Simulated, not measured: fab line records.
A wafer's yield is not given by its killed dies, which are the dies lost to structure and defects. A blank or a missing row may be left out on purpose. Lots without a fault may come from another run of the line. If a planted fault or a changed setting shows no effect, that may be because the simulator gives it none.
Tool commonality check || flow nand-harc || Lots sampled 12, wafers sampled 36

REASON IT WAS OPENED
Flagged at NHARC_A_DECK1_JOINT_THK_MEAS_17: reading thk-nm, on 2 of 12 lots. Fault-free wafers read 45.2 nm, with a standard deviation of 1.1.
Rule: a lot gets a flag if all its wafers with a number sit over 4 standard deviations from that mean, or if no wafer of it has a number. The other lots count as sound.

{"lot": "L692", "measured": "day 11 23:13", "on": "film-metro-01", "thk-nm (nm), wafer by wafer": "46.7 46.4 45.2", "flag": ""}
{"lot": "L693", "measured": "day 12 20:08", "on": "film-metro-01", "thk-nm (nm), wafer by wafer": "44.0 45.9 45.4", "flag": ""}
{"lot": "L697", "measured": "day 14 10:05", "on": "film-metro-02", "thk-nm (nm), wafer by wafer": "45.6 46.5 45.4", "flag": ""}
{"lot": "L698", "measured": "day 15 00:45", "on": "film-metro-02", "thk-nm (nm), wafer by wafer": "44.8 46.0 46.6", "flag": ""}
{"lot": "L699", "measured": "day 15 14:47", "on": "film-metro-01", "thk-nm (nm), wafer by wafer": "46.7 45.4 44.8", "flag": ""}
{"lot": "L700", "measured": "day 15 14:47", "on": "film-metro-02", "thk-nm (nm), wafer by wafer": "43.8 42.7 44.3", "flag": ""}
{"lot": "L704", "measured": "day 17 05:14", "on": "film-metro-02", "thk-nm (nm), wafer by wafer": "46.6 46.0 44.1", "flag": ""}
{"lot": "L711", "measured": "day 20 07:03", "on": "film-metro-01", "thk-nm (nm), wafer by wafer": "44.8 45.3 44.0", "flag": ""}
{"lot": "L712", "measured": "day 20 15:17", "on": "film-metro-02", "thk-nm (nm), wafer by wafer": "43.3 43.9 44.6", "flag": ""}
{"lot": "L713", "measured": "day 20 23:58", "on": "film-metro-01", "thk-nm (nm), wafer by wafer": "31.9 30.4 32.2", "flag": "FLAGGED"}
{"lot": "L714", "measured": "day 21 10:59", "on": "film-metro-02", "thk-nm (nm), wafer by wafer": "31.9 31.9 32.6", "flag": "FLAGGED"}
{"lot": "L715", "measured": "day 21 23:43", "on": "film-metro-01", "thk-nm (nm), wafer by wafer": "43.9 44.7 46.5", "flag": ""}
The mean of the flagged lots' numbers is 31.8 nm, -13.4 nm from the usual (-12 standard deviations).

WHICH TOOL EACH LOT WENT THROUGH
2 process steps preceding the reading are held in the record, out of 1302 steps in the route. Each cell gives the tool, then ch followed by the chambers the sampled wafers passed through, then the start.
{"lot": "L692", "flag": "", "NHARC_A_CHANNEL_FILL_D1_STRIP_29": "rie-diel-07 ch 0,1,2, day 11 22:53 or earlier", "NHARC_A_DECK1_JOINT_DEP_16": "pecvd-03 ch 1,2, day 11 22:53"}
{"lot": "L693", "flag": "", "NHARC_A_CHANNEL_FILL_D1_STRIP_29": "rie-diel-11 ch 1,3, day 12 19:51 or earlier", "NHARC_A_DECK1_JOINT_DEP_16": "pecvd-03 ch 1,2, day 12 19:51"}
{"lot": "L697", "flag": "", "NHARC_A_CHANNEL_FILL_D1_STRIP_29": "rie-diel-07 ch 0,2, day 14 09:52 or earlier", "NHARC_A_DECK1_JOINT_DEP_16": "pecvd-04 ch 0,1,2, day 14 09:52"}
{"lot": "L698", "flag": "", "NHARC_A_CHANNEL_FILL_D1_STRIP_29": "rie-diel-11 ch 1,2,3, day 15 00:25 or earlier", "NHARC_A_DECK1_JOINT_DEP_16": "pecvd-04 ch 0,1, day 15 00:25"}
{"lot": "L699", "flag": "", "NHARC_A_CHANNEL_FILL_D1_STRIP_29": "rie-diel-07 ch 1,2, day 15 14:34 or earlier", "NHARC_A_DECK1_JOINT_DEP_16": "pecvd-03 ch 0,1, day 15 14:34"}
{"lot": "L700", "flag": "", "NHARC_A_CHANNEL_FILL_D1_STRIP_29": "rie-diel-03 ch 0,1,2, day 15 14:31 or earlier", "NHARC_A_DECK1_JOINT_DEP_16": "pecvd-04 ch 0,1, day 15 14:31"}
{"lot": "L704", "flag": "", "NHARC_A_CHANNEL_FILL_D1_STRIP_29": "rie-diel-11 ch 0,1, day 17 04:56 or earlier", "NHARC_A_DECK1_JOINT_DEP_16": "pecvd-02 ch 0,2, day 17 04:56"}
{"lot": "L711", "flag": "", "NHARC_A_CHANNEL_FILL_D1_STRIP_29": "rie-diel-03 ch 0,1,3, day 20 06:48 or earlier", "NHARC_A_DECK1_JOINT_DEP_16": "pecvd-03 ch 0,1,2, day 20 06:48"}
{"lot": "L712", "flag": "", "NHARC_A_CHANNEL_FILL_D1_STRIP_29": "rie-diel-07 ch 0,2, day 18 22:11", "NHARC_A_DECK1_JOINT_DEP_16": "pecvd-03 ch 0,1, day 20 15:01"}
{"lot": "L713", "flag": "FLAGGED", "NHARC_A_CHANNEL_FILL_D1_STRIP_29": "rie-diel-03 ch 1,2,3, day 20 23:41 or earlier", "NHARC_A_DECK1_JOINT_DEP_16": "pecvd-04 ch 1,2, day 20 23:41"}
{"lot": "L714", "flag": "FLAGGED", "NHARC_A_CHANNEL_FILL_D1_STRIP_29": "rie-diel-07 ch 0,2,3, day 21 10:43 or earlier", "NHARC_A_DECK1_JOINT_DEP_16": "pecvd-04 ch 0,1,2, day 21 10:43"}
{"lot": "L715", "flag": "", "NHARC_A_CHANNEL_FILL_D1_STRIP_29": "rie-diel-11 ch 0,3, day 21 23:29 or earlier", "NHARC_A_DECK1_JOINT_DEP_16": "pecvd-03 ch 0,1, day 21 23:29"}
What the steps here do:
- NHARC_A_CHANNEL_FILL_D1_STRIP_29: strips in O2, time 20 s.
- NHARC_A_DECK1_JOINT_DEP_16: deposits SiO2, target thk 45 nm.
- NHARC_A_DECK1_JOINT_THK_MEAS_17: measures by ellipsometry.

FLAGGED AGAINST TOTAL, ONE TOOL AT A TIME (gauges that did the reading follow at the end)
{"step": "NHARC_A_CHANNEL_FILL_D1_STRIP_29", "tool": "rie-diel-03", "lots run": 3, "flagged": 1, "share of the flagged lots": "some", "sound lots run after its first flagged lot": 0}
{"step": "NHARC_A_CHANNEL_FILL_D1_STRIP_29", "tool": "rie-diel-07", "lots run": 5, "flagged": 1, "share of the flagged lots": "some", "sound lots run after its first flagged lot": 0}
{"step": "NHARC_A_CHANNEL_FILL_D1_STRIP_29", "tool": "rie-diel-11", "lots run": 4, "flagged": 0, "share of the flagged lots": "none", "sound lots run after its first flagged lot": "-"}
{"step": "NHARC_A_DECK1_JOINT_DEP_16", "tool": "pecvd-02", "lots run": 1, "flagged": 0, "share of the flagged lots": "none", "sound lots run after its first flagged lot": "-"}
{"step": "NHARC_A_DECK1_JOINT_DEP_16", "tool": "pecvd-03", "lots run": 6, "flagged": 0, "share of the flagged lots": "none", "sound lots run after its first flagged lot": "-"}
{"step": "NHARC_A_DECK1_JOINT_DEP_16", "tool": "pecvd-04", "lots run": 5, "flagged": 2, "share of the flagged lots": "all", "sound lots run after its first flagged lot": 0}
{"step": "NHARC_A_DECK1_JOINT_THK_MEAS_17", "tool": "film-metro-01", "lots run": 6, "flagged": 1, "share of the flagged lots": "some", "sound lots run after its first flagged lot": "1 (L715)"}
{"step": "NHARC_A_DECK1_JOINT_THK_MEAS_17", "tool": "film-metro-02", "lots run": 6, "flagged": 1, "share of the flagged lots": "some", "sound lots run after its first flagged lot": 0}
NHARC_A_CHANNEL_FILL_D1_STRIP_29: start missing for some lots; hours and lot order therefore follow NHARC_A_DECK1_JOINT_DEP_16.

WHAT IS ALLOWED BY THE TABLE
1 row of the table ran every flagged lot: pecvd-04 at NHARC_A_DECK1_JOINT_DEP_16.
- pecvd-04 at NHARC_A_DECK1_JOINT_DEP_16: 2 of its 5 lots flagged. Last sound lot L700 at day 15 14:31, first flagged lot L713 at day 20 23:41; a fault beginning in between fits.
What remains is a single tool, pecvd-04 at NHARC_A_DECK1_JOINT_DEP_16.

WHAT THE SIMULATOR HAD INSERTED
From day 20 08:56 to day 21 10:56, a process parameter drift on pecvd-04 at NHARC_A_DECK1_JOINT_DEP_16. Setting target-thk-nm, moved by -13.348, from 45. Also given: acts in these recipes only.
Lots struck among those shown: L713, L714. Same finding as the rule above.
